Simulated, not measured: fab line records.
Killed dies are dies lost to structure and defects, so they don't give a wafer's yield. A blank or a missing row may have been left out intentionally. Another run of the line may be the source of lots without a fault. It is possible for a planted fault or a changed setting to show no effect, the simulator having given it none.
Chamber matching / flow nand harc / NHARC_A_CHANNEL_FILL_D1_ALD_02 on ald hk-01: 4 sister chambers
The step deposits SiO2, target thk 6 nm, pulse time 10 s, ald cycles 60. 8 wafers are shown with their chamber, then 10 later ones without.

## WAFERS, EACH WITH ITS CHAMBER
wafer=L084.1; chamber=1; heater power w (W)=357; precursor pulse height rel=0.982
wafer=L084.2; chamber=2; heater power w (W)=411; precursor pulse height rel=1.000
wafer=L084.6; chamber=3; heater power w (W)=446; precursor pulse height rel=0.979
wafer=L091.1; chamber=3; heater power w (W)=440; precursor pulse height rel=0.981
wafer=L091.3; chamber=1; heater power w (W)=352; precursor pulse height rel=0.986
wafer=L091.5; chamber=0; heater power w (W)=438; precursor pulse height rel=1.004
wafer=L091.2; chamber=0; heater power w (W)=435; precursor pulse height rel=0.950
wafer=L091.4; chamber=2; heater power w (W)=382; precursor pulse height rel=1.007

## WAFERS WITHOUT THEIR CHAMBER
wafer=L091.6; heater power w (W)=448; precursor pulse height rel=1.022
wafer=L092.2; heater power w (W)=440; precursor pulse height rel=1.010
wafer=L092.3; heater power w (W)=375; precursor pulse height rel=0.985
wafer=L092.4; heater power w (W)=445; precursor pulse height rel=1.011
wafer=L093.3; heater power w (W)=446; precursor pulse height rel=1.009
wafer=L093.5; heater power w (W)=446; precursor pulse height rel=1.023
wafer=L093.6; heater power w (W)=446; precursor pulse height rel=0.998
wafer=L095.1; heater power w (W)=344; precursor pulse height rel=1.009
wafer=L095.5; heater power w (W)=354; precursor pulse height rel=1.053
wafer=L095.6; heater power w (W)=447; precursor pulse height rel=1.000

## WHICH CHAMBER EACH ONE RAN IN
wafer=L091.6; from the rows above=can't be placed: 3 or 0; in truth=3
wafer=L092.2; from the rows above=can't be placed: 3 or 0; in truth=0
wafer=L092.3; from the rows above=can't be placed: 1 or 2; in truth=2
wafer=L092.4; from the rows above=can't be placed: 3 or 0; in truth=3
wafer=L093.3; from the rows above=can't be placed: 3 or 0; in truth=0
wafer=L093.5; from the rows above=can't be placed: 3 or 0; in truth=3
wafer=L093.6; from the rows above=can't be placed: 3 or 0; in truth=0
wafer=L095.1; from the rows above=1; in truth=1
wafer=L095.5; from the rows above=can't be placed: 1 or 2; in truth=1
wafer=L095.6; from the rows above=can't be placed: 3 or 0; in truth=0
Correctly placed: 1 of 10. Cannot be placed on the basis of these rows: 9; the candidates contain the true chamber in 9. Number placed wrongly: 0.
How it was worked out, from the rows above alone: a wafer's distance from a chamber is the root of the sum, over the readings, of the square of ((its reading less the chamber's mean) divided by the reading's scatter). If the next closest chamber is less than 2 further off than the closest, the wafer can't be placed; otherwise it belongs to the closest. Each chamber's mean is taken over the wafers shown for it. The scatter: take each reading less its chamber's mean, square it, sum over the shown wafers, divide by the number of wafers less the number of chambers, and take the root.
